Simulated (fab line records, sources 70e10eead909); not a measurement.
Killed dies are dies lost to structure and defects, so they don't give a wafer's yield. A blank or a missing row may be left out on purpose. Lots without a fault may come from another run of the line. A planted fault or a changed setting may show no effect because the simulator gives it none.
fab line records | flow nand_harc | part 1 of 2: steps 1 to 4 of 6
record lots=23 wafers=69 last_day=33
route steps=1302 shown A_CONTACT@1093 A_BLC@1126 A_M0@1168 A_BONDPAD@1215 HYBRID_BOND@1237
lots that met no fault: from a run of the same line without faults
start_h: hours from the record's first day to the start of the lot's first wafer shown | wait_h: hours since the lot's step before | " the same as in the row above | L1.1+2: a row that stands for several wafers | - no value, or no start given | * or withheld: withheld | < > ~ a bound
route shown NAME@n: a module of which the file shows steps, and the number in the route of the first | usual: mean/standard deviation of fault-free wafers | same: alike in all rows | chamber/n: place in a boat | sites: the reading at each site | _std_site: their standard deviation | _edge_site: outer sites' mean less inner sites' | radius_mm: how far each site lies from the wafer's centre | mask NAME#n: copy n | behind: the tool/chamber that last shaped the wafer | hold: why the lot was held/for how many hours/how that ended | device: the transistor (n, p or np) that didn't switch | end of line: the same wafers' tests at the end of the route | a step without rows: its recipe alone | killed: dies lost to structure and defects at the first sort, not the wafer's yield | map: a wafer's dies, x killed, . not, _ none there
set.NAME: the setting as run; set.NAME@STEP: as run at that earlier step | model.NAME: the simulator's own value behind a step, which no gauge read
steps of the route over a sample of lots; a table a step, a row a wafer
services: from which hour (start_h, from the record's first day; less than 0 if before it) a tool's chamber was out of use, for how many hours, and why
## steps
# step NHARC_A_CONTACT_ETCH_98
# recipe target_depth_a=200 over_etch_frac=0.5 time_s=10 ion_energy_ev=250 c4f6_flow_sccm=25 o2_flow_sccm=20 ar_flow_sccm=500 rf_w=600 bias_w=500 chemistry=C4F6/O2
# usual bias_w=499.9/1.6 chamber_pressure_mTorr=29.999/0.026 drypump_motor_current_A=6.2/0.45 oes_product_au=0.942/0.019 rf_vpp_V=548/3.2 showerhead_plenum_p_Torr=3.95/0.15 throttle_valve_pct=26.902/0.0091
# columns lot.wafer tool chamber start_h wait_h bias_w chamber_pressure_mTorr drypump_motor_current_A oes_product_au rf_hours_counter_h rf_vpp_V showerhead_plenum_p_Torr throttle_valve_pct
L075.2 rie_diel-13 0 - - 499.6 30.024 6.0 0.958 63 549 4.03 26.913
L075.1 " 2 " " 502.3 29.959 5.4 0.927 55 549 4.03 26.901
L075.5 " 3 " " 500.1 29.955 5.9 0.931 - 553 4.19 26.903
L074.1 rie_diel-09 0 - - 499.8 29.983 5.7 0.926 8 551 4.16 26.906
L074.4 " 2 " " 499.9 30.008 5.1 0.942 6 551 4.22 26.903
L074.6 " 3 " " 501.7 30.001 5.2 0.961 - 545 3.84 26.891
L077.2 rie_diel-02 3 - - 499.0 29.983 6.6 0.928 22 543 3.69 26.909
L077.3 " 0 " " 499.5 29.997 6.2 0.917 22 550 4.11 26.899
L077.6 " 3 " " 499.3 30.028 6.6 0.936 - 543 3.69 26.912
L076.2 rie_diel-02 1 - - 500.0 29.976 6.6 0.999 16 545 3.88 26.908
L076.6 " 2 " " 501.3 30.036 6.5 0.943 - 547 3.90 26.895
L076.5 " 3 " " 498.1 30.040 6.7 0.933 - 542 3.69 26.908
L079.1 rie_diel-09 3 - - 500.3 29.969 5.2 0.947 13 546 3.84 26.905
L079.2 " 0 " " 500.0 29.955 5.7 0.941 17 551 4.15 26.900
L079.6 " 1 " " 498.7 30.009 6.1 0.958 - 545 3.86 26.897
L078.3 rie_diel-02 0 - - 503.8 30.012 6.2 0.924 26 551 4.11 26.901
L078.1 " 3 " " 498.9 29.971 6.6 0.945 27 541 3.68 26.908
L078.6 " 0 " " 501.5 30.015 6.2 0.929 - 551 4.11 26.891
L081.4 rie_diel-13 3 - - 502.4 29.931 5.9 0.961 16 553 4.18 26.905
L081.3 " 0 " " 497.4 30.033 6.0 0.993 9 549 4.02 26.895
L081.2 " 2 " " 499.7 29.967 5.4 0.948 16 549 4.02 26.907
L082.3 rie_diel-02 1 - - 500.1 30.047 6.6 0.946 0 546 3.88 26.885
L082.5 " 2 " " 495.9 29.989 6.5 0.932 - 545 3.90 26.899
L082.6 " 3 " " 501.0 30.017 6.6 0.941 - 543 3.68 26.907
L083.1 rie_diel-02 0 - - 499.0 29.984 6.2 0.938 2 551 4.11 26.908
L083.2 " 1 " " 502.6 30.036 6.6 0.942 2 547 3.87 26.906
L083.4 " 2 " " 498.2 29.984 6.4 0.936 2 547 3.90 26.907
L084.1 rie_diel-02 3 - - 502.1 30.032 6.6 0.920 3 542 3.68 26.886
L084.3 " 2 " " 501.5 29.974 6.5 0.939 6 547 3.89 26.909
L084.5 " 0 " " 498.4 29.988 6.2 0.933 - 550 4.10 26.890
L086.2 rie_diel-13 2 - - 503.1 29.969 5.4 0.930 33 548 4.01 26.900
L086.1 " 1 " " 501.2 29.964 6.5 0.942 35 549 4.00 26.907
L086.6 " 3 " " 500.6 29.971 5.9 0.950 - 553 4.17 26.890
L085.1 rie_diel-02 1 - - 499.6 29.981 6.6 0.915 8 546 3.87 26.884
L085.2 " 2 " " 499.4 30.001 6.5 0.926 7 547 3.89 26.901
L085.3 " 3 " " 499.9 29.976 6.6 0.927 4 542 3.68 26.912
L080.3 rie_diel-09 0 - - 497.6 30.060 5.7 0.924 51 552 4.13 26.891
L080.2 " 1 " " 500.5 29.992 6.1 0.941 48 546 3.84 26.912
L080.4 " 3 " " 498.7 29.954 5.2 0.944 40 544 3.82 26.901
L088.4 rie_diel-13 1 - - 498.3 30.011 6.4 0.953 41 548 4.00 26.922
L088.3 " 2 " " 497.8 30.047 5.4 0.926 39 548 4.01 26.904
L088.6 " 1 " " 498.6 30.022 6.4 0.949 - 549 4.00 26.901
L089.3 rie_diel-02 0 - - 501.2 29.990 6.2 0.950 11 551 4.10 26.898
L089.4 " 1 " " 498.0 29.965 6.6 0.939 13 546 3.87 26.907
L089.2 " 2 " " 500.6 29.997 6.4 0.945 11 547 3.89 26.911
L090.2 rie_diel-02 1 - - 498.1 30.037 6.6 0.942 16 545 3.87 26.905
L090.5 " 1 " " 501.6 29.977 6.6 0.946 - 547 3.87 26.895
L090.6 " 2 " " 499.6 29.976 6.5 0.930 - 546 3.89 26.886
L091.2 rie_diel-02 2 - - 500.2 30.023 6.5 0.959 17 546 3.89 26.893
L091.4 " 3 " " 499.3 29.977 6.6 0.931 14 542 3.67 26.891
L091.5 " 2 " " 501.7 30.005 6.5 0.955 - 547 3.89 26.903
L092.4 rie_diel-02 1 - - 498.5 29.992 6.6 0.934 22 544 3.86 26.904
L092.6 " 3 " " 498.8 29.996 6.7 0.939 - 541 3.67 26.899
L092.5 " 0 " " 499.7 29.983 6.2 0.922 - 550 4.09 26.906
L093.4 rie_diel-13 1 - - 500.2 29.973 6.4 0.929 2 549 3.98 26.895
L093.2 " 2 " " 499.3 29.957 5.4 0.945 2 549 3.99 26.909
L093.6 " 3 " " 500.0 30.017 5.9 0.950 - 552 4.16 26.886
L094.4 rie_diel-02 2 - - 499.5 30.035 6.5 0.936 21 546 3.88 26.898
L094.2 " 3 " " 501.8 29.992 6.6 0.929 18 541 3.67 26.901
L094.5 " 2 " " 502.5 29.982 6.4 0.936 - 546 3.88 26.895
L095.2 rie_diel-02 1 - - 499.7 30.029 6.6 0.923 24 545 3.86 26.914
L095.1 " 2 " " 498.3 29.969 6.5 0.951 23 545 3.88 26.895
L095.5 " 1 " " 497.5 30.024 6.6 0.932 - 544 3.86 26.884
L097.1 rie_diel-02 1 - - 501.1 29.970 6.6 0.940 25 545 3.86 26.903
L097.3 " 2 " " 500.8 30.038 6.5 0.950 23 547 3.88 26.903
L097.2 " 3 " " 500.3 29.994 6.6 0.944 19 541 3.67 26.901
L096.3 rie_diel-13 2 - - 500.7 30.006 5.4 0.996 7 548 3.99 26.913
L096.5 " 0 " " 500.0 29.990 6.0 1.010 - 548 3.99 26.905
L096.6 " 1 " " 502.2 29.980 6.5 0.992 - 549 3.98 26.912
# step NHARC_A_CONTACT_CMP_20
# recipe t_overpolish_s=30 target_thk_nm=300
# usual motor_current_A=12.5/0.89 overpolish_run_s=30.000/0.0096 slurry_filter_dp_kPa=13.48/0.13 time_to_endpoint_s=60/3.9
# same t_overpolish_s=30
# columns lot.wafer tool chamber start_h wait_h motor_current_A overpolish_run_s slurry_filter_dp_kPa time_to_endpoint_s
L075.1 cmp-01 2 517.49 0.8 12.6 29.991 13.26 63
L075.2 " 0 " " 12.4 30.004 13.57 61
L075.5 " 3 " " 12.0 29.998 13.47 57
L074.1 cmp-03 3 528.11 0.7 12.9 30.005 13.48 62
L074.4 " 0 " " 12.8 29.994 13.39 52
L074.6 " 2 " " 11.0 30.001 13.48 60
L077.3 cmp-03 0 534.11 0.5 12.7 30.017 13.48 60
L077.2 " 1 " " 10.9 29.995 13.57 61
L077.6 " 3 " " 13.7 29.988 13.34 63
L076.2 cmp-01 2 535.09 0.8 12.6 30.029 13.23 62
L076.6 " 2 " " 12.2 30.010 13.34 60
L076.5 " 3 " " 12.1 30.011 13.57 58
L079.2 cmp-02 1 549.06 0.8 12.3 29.999 13.58 58
L079.1 " 2 " " 11.3 30.019 13.40 58
L079.6 " 0 " " 11.5 30.007 13.38 58
L078.3 cmp-02 1 566.78 0.5 12.4 30.003 13.43 55
L078.1 " 0 " " 13.0 29.978 13.32 55
L078.6 " 1 " " 12.5 29.999 13.60 56
L081.3 cmp-03 0 582.31 0.5 12.4 29.983 13.45 55
L081.4 " 2 " " 10.9 29.989 13.40 64
L081.2 " 3 " " 13.5 30.004 13.59 62
L082.3 cmp-03 3 592.56 0.5 12.6 29.990 13.53 60
L082.6 " 2 " " 11.4 30.000 13.58 60
L082.5 " 3 " " 13.0 30.006 13.47 60
L083.4 cmp-03 1 604.87 0.4 11.1 30.010 13.46 61
L083.1 " 2 " " 11.3 29.998 13.44 64
L083.2 " 3 " " 12.8 30.008 13.52 61
L084.1 cmp-02 3 621.71 0.6 14.5 29.995 13.58 54
L084.3 " 2 " " 11.5 29.995 13.58 56
L084.5 " 0 " " 12.0 30.008 13.56 57
L086.1 cmp-01 1 623.64 0.7 13.2 29.993 13.35 66
L086.2 " 2 " " 12.1 30.009 13.63 60
L086.6 " 0 " " 12.1 29.985 13.52 56
L085.3 cmp-01 2 631.22 0.5 12.4 30.005 13.59 63
L085.1 " 3 " " 12.4 30.010 13.14 58
L085.2 " 0 " " 12.9 29.989 13.58 58
L080.2 cmp-01 1 645.75 0.6 13.3 29.989 13.79 68
L080.4 " 3 " " 12.3 29.987 13.72 60
L080.3 " 0 " " 13.3 29.997 13.42 63
L088.3 cmp-02 1 647.22 0.4 12.4 30.000 13.41 55
L088.4 " 2 " " 12.2 29.994 13.60 56
L088.6 " 0 " " 12.5 29.993 13.44 57
L089.3 cmp-01 1 648.55 0.4 14.4 30.006 13.67 66
L089.4 " 2 " " 13.0 29.980 13.50 63
L089.2 " 0 " " 11.9 30.013 13.49 62
L090.2 cmp-01 2 680.58 0.7 12.2 29.990 13.36 62
L090.5 " 1 " " 13.5 29.990 13.39 70
L090.6 " 2 " " 12.6 29.998 13.37 62
L091.4 cmp-03 1 698.94 0.5 10.9 30.004 13.59 61
L091.2 " 2 " " 13.1 29.985 13.67 62
L091.5 " 1 " " 10.7 29.996 13.60 62
L092.4 cmp-01 0 710.92 0.5 12.7 29.982 13.44 59
L092.6 " 0 " " 13.2 30.007 13.63 57
L092.5 " 1 " " 13.8 29.995 13.22 62
L093.2 cmp-03 1 715.73 0.8 11.1 30.002 13.63 62
L093.4 " 2 " " 12.0 29.998 13.46 63
L093.6 " 1 " " 11.0 30.001 13.36 63
L094.2 cmp-02 3 717.46 0.7 14.1 30.000 13.46 51
L094.4 " 0 " " 12.0 30.005 13.46 53
L094.5 " 3 " " 13.8 29.993 13.59 53
L095.1 cmp-01 1 725.25 0.8 13.4 29.992 13.50 61
L095.2 " 0 " " 12.5 29.995 13.32 59
L095.5 " 1 " " 13.7 30.004 13.47 62
L097.2 cmp-03 2 728.67 0.6 12.1 30.011 13.56 60
L097.3 " 0 " " 12.8 30.000 13.39 53
L097.1 " 1 " " 10.9 30.000 13.44 61
L096.3 cmp-01 1 729.05 0.5 13.8 29.999 13.46 64
L096.6 " 1 " " 13.3 29.991 13.46 65
L096.5 " 2 " " 12.3 30.002 13.52 63
# step NHARC_A_BLC_STRIP_21
# recipe o2_flow_sccm=500 ar_flow_sccm=0 bias_w=0 chemistry=O2
# usual chamber_pressure_mTorr=59.99/0.059 drypump_motor_current_A=5.7/0.39 oes_product_au=0.995/0.012 rf_vpp_V=57.6/0.96 showerhead_plenum_p_Torr=3.49/0.17 throttle_valve_pct=17.036/0.0083
# same bias_w=0
# columns lot.wafer tool chamber start_h wait_h chamber_pressure_mTorr drypump_motor_current_A oes_product_au rf_hours_counter_h rf_vpp_V showerhead_plenum_p_Torr throttle_valve_pct
L075.2 rie_diel-07 1 519.62 0.1 60.06 5.5 1.004 3 56.2 3.27 17.037
L075.1 " 3 " " 59.97 5.4 0.971 3 57.1 3.53 17.038
L075.5 " 0 " " 60.02 5.7 0.988 - 58.8 3.31 17.037
L074.4 rie_diel-07 3 530.33 0.1 60.06 5.4 0.977 4 56.4 3.53 17.044
L074.1 " 1 " " 59.99 5.6 1.010 4 56.9 3.27 17.042
L074.6 " 3 " " 60.01 5.4 0.985 - 57.6 3.53 17.025
L077.3 rie_diel-07 2 536.52 0.1 60.10 6.3 1.004 4 57.2 3.39 17.044
L077.2 " 3 " " 59.95 5.4 0.987 5 58.5 3.53 17.038
L077.6 " 0 " " 60.02 5.7 0.988 - 57.0 3.31 17.033
L076.2 rie_diel-07 0 537.41 0.1 60.01 5.7 0.982 4 58.2 3.31 17.033
L076.5 " 2 " " 60.03 6.3 1.004 - 56.7 3.39 17.049
L076.6 " 3 " " 60.01 5.4 0.977 - 56.5 3.53 17.031
L079.2 rie_diel-03 3 551.33 0.1 60.00 5.8 0.979 6 58.6 3.78 17.046
L079.1 " 0 " " 60.04 5.3 1.022 6 58.7 3.68 17.051
L079.6 " 3 " " 60.00 5.8 0.977 - 59.5 3.78 17.038
L078.3 rie_diel-03 3 569.03 0.1 60.00 5.8 0.990 7 56.0 3.78 17.030
L078.1 " 1 " " 59.87 5.4 0.995 7 57.8 3.45 17.044
L078.6 " 0 " " 60.05 5.4 1.015 - 57.6 3.67 17.044
L081.2 rie_diel-07 1 584.59 0.1 59.97 5.5 1.011 6 57.0 3.27 17.045
L081.4 " 3 " " 59.95 5.4 0.972 7 56.9 3.53 17.041
L081.3 " 0 " " 59.95 5.7 0.995 6 58.5 3.30 17.030
L082.3 rie_diel-03 3 594.78 0.1 60.00 5.8 0.988 8 58.1 3.78 17.037
L082.6 " 3 " " 59.98 5.8 0.992 - 56.5 3.78 17.041
L082.5 " 0 " " 59.92 5.4 0.999 - 58.3 3.67 17.036
L083.2 rie_diel-03 1 607.27 0.1 59.90 5.4 0.991 8 56.5 3.45 17.044
L083.1 " 2 " " 60.11 6.2 1.002 9 57.3 3.53 17.040
L083.4 " 3 " " 60.07 5.8 0.989 9 59.8 3.78 17.034
L084.3 rie_diel-06 3 623.98 0.1 59.92 4.8 0.977 35 58.1 3.29 17.044
L084.1 " 1 " " 60.01 5.4 1.021 47 59.0 3.75 17.043
L084.5 " 0 " " 59.99 6.0 1.001 - 58.2 3.38 17.035
L086.2 rie_diel-07 2 625.86 0.1 60.08 6.3 1.008 11 57.6 3.39 17.037
L086.1 " 0 " " 60.04 5.7 1.010 10 57.0 3.30 17.036
L086.6 " 3 " " 59.93 5.4 0.986 - 57.0 3.53 17.024
L085.2 rie_diel-03 2 633.47 0.1 60.01 6.2 0.993 10 57.2 3.53 17.035
L085.1 " 0 " " 59.89 5.4 1.013 10 59.1 3.67 17.028
L085.3 " 1 " " 59.98 5.4 1.012 9 57.0 3.45 17.031
L080.3 rie_diel-07 0 647.88 0.1 59.96 5.7 1.011 12 57.7 3.30 17.024
L080.4 " 1 " " 60.04 5.6 1.007 12 58.8 3.27 17.026
L080.2 " 2 " " 59.92 6.3 0.990 13 56.8 3.39 17.038
L088.4 rie_diel-03 3 649.30 0.1 60.08 5.8 1.006 1 59.3 3.78 17.052
L088.3 " 0 " " 59.99 5.4 1.008 1 58.5 3.67 17.056
L088.6 " 1 " " 59.92 5.5 0.994 - 57.3 3.45 17.024
L089.4 rie_diel-03 0 650.68 0.1 59.94 5.4 0.995 1 58.4 3.67 17.037
L089.2 " 1 " " 60.06 5.4 0.984 1 57.8 3.45 17.041
L089.3 " 2 " " 59.91 6.2 0.982 1 57.7 3.53 17.034
L090.2 rie_diel-07 1 682.67 0.1 59.93 5.6 0.987 1 55.0 3.27 17.054
L090.5 " 1 " " 59.99 5.6 0.994 - 57.5 3.27 17.046
L090.6 " 2 " " 59.93 6.3 1.003 - 58.1 3.38 17.042
L091.2 rie_diel-06 3 701.05 0.1 59.92 4.8 0.979 9 56.3 3.28 17.050
L091.4 " 1 " " 59.99 5.4 0.990 10 57.0 3.73 17.047
L091.5 " 0 " " 60.08 6.0 1.003 - 56.1 3.37 17.041
L092.4 rie_diel-06 2 713.18 0.1 60.11 5.5 1.002 13 56.8 3.37 17.033
L092.5 " 0 " " 60.02 6.0 1.010 - 56.9 3.37 17.032
L092.6 " 1 " " 59.90 5.5 0.995 - 56.6 3.73 17.034
L093.2 rie_diel-03 2 718.34 0.1 60.04 6.2 0.988 6 58.8 3.52 17.043
L093.4 " 0 " " 59.94 5.4 1.000 5 57.4 3.67 17.046
L093.6 " 2 " " 60.03 6.2 0.980 - 57.5 3.52 17.043
L094.2 rie_diel-07 1 719.71 0.1 59.91 5.6 0.993 5 57.1 3.27 17.032
L094.4 " 2 " " 59.96 6.3 0.989 5 56.6 3.38 17.032
L094.5 " 1 " " 59.98 5.6 1.001 - 58.8 3.27 17.041
L095.1 rie_diel-06 1 727.42 0.1 60.09 5.4 0.988 20 55.5 3.73 17.032
L095.2 " 2 " " 60.11 5.6 1.003 20 57.1 3.37 17.032
L095.5 " 3 " " 60.05 4.8 0.994 - 56.5 3.28 17.024
L097.1 rie_diel-03 3 731.24 0.1 59.95 5.8 0.991 7 57.5 3.77 17.035
L097.3 " 0 " " 60.05 5.4 1.007 7 58.3 3.67 17.039
L097.2 " 1 " " 60.00 5.5 0.974 8 57.2 3.45 17.033
L096.3 rie_diel-07 1 731.31 0.1 60.03 5.6 0.985 6 57.8 3.27 17.022
L096.6 " 3 " " 59.98 5.4 0.970 - 58.5 3.52 17.035
L096.5 " 0 " " 60.15 5.7 0.995 - 56.6 3.30 17.027
# step NHARC_A_M0_DEP_32
# recipe target_thk_a=300 temp_c=370 target_thk_nm=30 pressure_torr=3 flow_sccm=200 rf_w=450 material=SiCN
# usual heater_power_w=558/65
# columns lot.wafer tool chamber start_h wait_h heater_power_w
L075.1 pecvd-03 1 525.17 0.1 578
L075.2 " 0 " " 592
L075.5 " 1 " " 562
L074.1 pecvd-02 1 536.06 0.1 585
L074.4 " 2 " " 464
L074.6 " 1 " " 562
L077.3 pecvd-01 1 542.18 0.1 534
L077.2 " 2 " " 524
L077.6 " 1 " " 534
L076.2 pecvd-01 0 542.93 0.1 552
L076.5 " 0 " " 563
L076.6 " 1 " " 590
L079.2 pecvd-02 1 559.16 0.1 609
L079.1 " 0 " " 631
L079.6 " 1 " " 613
L078.3 pecvd-02 1 574.63 0.1 527
L078.1 " 0 " " 641
L078.6 " 0 " " 640
L081.2 pecvd-01 2 590.06 0.1 477
L081.4 " 2 " " 485
L081.3 " 0 " " 627
L082.3 pecvd-01 2 601.03 0.2 570
L082.6 " 2 " " 565
L082.5 " 0 " " 617
L083.2 pecvd-01 1 612.83 0.1 621
L083.1 " 2 " " 587
L083.4 " 0 " " 608
L084.3 pecvd-01 1 629.51 0.1 585
L084.1 " 2 " " 590
L084.5 " 0 " " 626
L086.1 pecvd-02 2 631.60 0.1 420
L086.2 " 1 " " 476
L086.6 " 1 " " 466
L085.1 pecvd-02 0 639.04 0.1 508
L085.2 " 2 " " 471
L085.3 " 0 " " 520
L080.2 pecvd-03 2 653.43 0.1 634
L080.3 " 0 " " 534
L080.4 " 2 " " 654
L088.3 pecvd-03 2 654.77 0.1 619
L088.4 " 2 " " 610
L088.6 " 0 " " 529
L089.3 pecvd-01 0 656.22 0.1 594
L089.2 " 2 " " 526
L089.4 " 0 " " 602
L090.2 pecvd-02 0 688.31 0.1 536
L090.5 " 1 " " 576
L090.6 " 0 " " 535
L091.2 pecvd-01 0 707.14 0.1 620
L091.4 " 1 " " 595
L091.5 " 2 " " 534
L092.4 pecvd-03 1 718.93 0.2 539
L092.5 " 2 " " 647
L092.6 " 0 " " 526
L093.2 pecvd-01 0 724.14 0.1 597
L093.6 " 2 " " 587
L093.4 " 0 " " 597
L094.2 pecvd-02 2 725.23 0.1 477
L094.4 " 0 " " 549
L094.5 " 1 " " 579
L095.1 pecvd-02 0 733.57 0.1 564
L095.2 " 2 " " 376
L095.5 " 0 " " 576
L097.1 pecvd-02 2 736.85 0.1 472
L097.2 " 0 " " 564
L097.3 " 1 " " 540
L096.3 pecvd-02 1 737.82 0.1 485
L096.6 " 2 " " 467
L096.5 " 0 " " 628
